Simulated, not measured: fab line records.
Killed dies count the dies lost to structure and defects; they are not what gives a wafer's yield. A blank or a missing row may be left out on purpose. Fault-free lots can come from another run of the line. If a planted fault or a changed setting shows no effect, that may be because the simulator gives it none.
Comparing a struck lot with a sound one | flow nand-harc | 15 out of 1159 route steps
Sound: wafers L730.2, L730.3, L730.5. Struck: wafer L733.3. (L733.4, L733.6 of the same lot were not struck and are left out.) The cause comes at the end.
Order at every step that has rows: each side's tool, ch and its chambers, its first start. Under that, the readings that differ: sound wafers | struck wafers | difference of the means | sigmas: that difference in standard deviations of wafers without a fault.
alike: readings whose means differ by less than 2 such deviations, and words and numbers that are the same on both sides. not compared: withheld readings, readings that some wafer has no value for, bounds like >300 that may hide the same value, and numbers for which the record gives no deviation and whose values overlap.
A row with sigmas, a row that says differs or no value, or rows on one side alone: a step with any of these is where the two part. When numbers do not overlap yet have no deviation, they are printed without sigmas and do not part them. A reading that every wafer of one side lacks parts them only if that side has two wafers or more.

first, 7 steps without rows for these wafers: NHARC_A_CONTACT_COAT_35 (time 65 s); NHARC_A_CONTACT_COAT_36 (resist thk 90 nm); NHARC_A_CONTACT_SOFTBAKE_37 (time 55 s); NHARC_A_CONTACT_EBR_38; NHARC_A_CONTACT_EXPOSE_39 (exposes mask A CC 3); NHARC_A_CONTACT_PEB_40 (peb time 65 s); NHARC_A_CONTACT_DEVELOP_41 (develop time 35 s).
NHARC_A_CONTACT_CD_MEAS_42: target cd 200 nm.
  sound on cd-sem-02 ch 0, day 16 20:17; struck on cd-sem-03 ch 0, day 17 04:49
  alike: cd-nm
NHARC_A_CONTACT_OVL_MEAS_43:
  sound on overlay-02 at day 16 20:22; struck on overlay-01 at day 17 04:53
  reading           | sound       | struck | difference | sigmas
  overlay-y-nm (nm) | 0.1 0.5 1.3 | -1.7   | -2.3       | -3
  alike: overlay-x-nm
NHARC_A_CONTACT_INSPECT_44:
  sound on defect-inspect-02 at day 16 20:24; struck on defect-inspect-01 at day 17 04:56
  alike: raw-defect-count
NHARC_A_CONTACT_DESCUM_47: chemistry O2, time 3 s.
  sound on rie-diel-08 ch 1,2, day 16 20:28; struck on rie-diel-03 ch 1, day 17 04:59
  reading                         | sound          | struck | difference | sigmas
  rf-vpp-V (V)                    | 57.9 56.1 56.5 | 58.9   | +2.1       | +2
  showerhead-plenum-p-Torr (Torr) | 1.79 1.81 1.79 | 2.04   | +0.24      | +3
  alike: drypump-motor-current-A, oes-product-au, throttle-valve-pct
  not compared: rf-hours-counter-h
NHARC_A_CONTACT_ETCH_48: etches the open film in CF4, target depth 39 nm, time 65 s.
  sound on rie-diel-08 ch 0,1,2, day 16 20:50; struck on rie-diel-03 ch 0, day 17 05:05
  alike: drypump-motor-current-A, oes-product-au, rf-vpp-V, run-length-s, showerhead-plenum-p-Torr, throttle-valve-pct
  not compared: rf-hours-counter-h
NHARC_A_CONTACT_ETCH_49: etches the open film in N2/H2, target depth 260 nm, time 475.3 s.
  sound on rie-diel-08 ch 0,3, day 16 20:56; struck on rie-diel-03 ch 2, day 17 05:12
  reading          | sound             | struck | difference | sigmas
  run-length-s (s) | 496.7 496.7 497.2 | 379.3  | -117.6     | -99 or more
  alike: drypump-motor-current-A, oes-product-au, rf-vpp-V, showerhead-plenum-p-Torr, throttle-valve-pct
  not compared: rf-hours-counter-h
NHARC_A_CONTACT_ETCH_50: etches the open film in CF4/CHF3, target depth 84.7 nm, time 42.4 s.
  sound on rie-diel-08 ch 0,1,2; struck on rie-diel-03 ch 2
  alike: drypump-motor-current-A, oes-product-au, rf-vpp-V, run-length-s, showerhead-plenum-p-Torr, throttle-valve-pct
  not compared: rf-hours-counter-h
-- jump in the record: it breaks off in module A_CONTACT and resumes in module END (first step shown: number 1159 of the route), and 3 days separate the struck wafers' starts before and after --
NHARC_END_SORT_01:
  sound on prober-02 ch 0, day 20 04:53; struck on prober-01 ch 0, day 20 07:51
  reading         | sound    | struck | difference | sigmas
  killed-at-array | 21 21 34 | 96     | +71        | +6
  killed-dies     | 29 24 46 | 102    | +69        | +6
  alike: killed-at-other, killed-at-periphery, killed-open, killed-short

== WHERE THEY PART ==
Last at NHARC_END_SORT_01 as far as this record goes, first at NHARC_A_CONTACT_OVL_MEAS_43.

WHY: what had been put in by the simulator
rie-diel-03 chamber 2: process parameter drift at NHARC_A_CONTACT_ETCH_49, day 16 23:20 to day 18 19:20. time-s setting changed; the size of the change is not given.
